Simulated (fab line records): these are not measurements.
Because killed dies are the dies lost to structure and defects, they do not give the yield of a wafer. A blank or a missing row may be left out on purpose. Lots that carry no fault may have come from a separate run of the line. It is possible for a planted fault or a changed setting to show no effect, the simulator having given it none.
Chamber matching | flow nand_harc | NHARC_A_STAIRCASE_DESCUM_252 on rie_diel-09: 4 sister chambers
The step chemistry O2, time 3 s. 4 wafers are shown with their chamber, then 11 later ones without.

EACH WAFER AND ITS CHAMBER
wafer  | chamber | drypump_motor_current_A (A)
L089.1 | 2       | 6.0
L089.3 | 3       | 5.0
L089.5 | 1       | 5.3
L090.3 | 0       | 6.2

WAFERS WITH NO CHAMBER GIVEN
wafer  | drypump_motor_current_A (A)
L090.4 | 6.0
L090.6 | 5.2
L092.1 | 5.3
L092.5 | 6.3
L092.6 | 5.3
L091.2 | 6.0
L091.5 | 5.0
L091.6 | 6.3
L093.1 | 6.0
L093.3 | 6.3
L093.6 | 5.2

CHAMBER TAKEN BY EACH
wafer  | from the rows above     | in truth
L090.4 | 2                       | 2
L090.6 | can't be placed: 1 or 3 | 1
L092.1 | 1                       | 1
L092.5 | 0                       | 0
L092.6 | 1                       | 1
L091.2 | 2                       | 2
L091.5 | 3                       | 3
L091.6 | 0                       | 0
L093.1 | 2                       | 2
L093.3 | 0                       | 0
L093.6 | can't be placed: 1 or 3 | 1
9 of 11 placed correctly. Not placeable from these rows: 2 (in 2, the candidates include the true chamber). Wrongly placed: 0.
How it was worked out, from the rows above alone: a wafer's distance from a chamber is the root of the sum, over the readings, of the square of ((its reading less the chamber's mean) divided by the reading's scatter). The wafer belongs to the nearest chamber; if the next one is less than 2 further off, it can't be placed. A chamber's mean is the mean of its shown wafers. The scatter (one wafer shown for each chamber): square how far every hidden wafer sits from the nearest shown wafer, average those squares and take the square root.
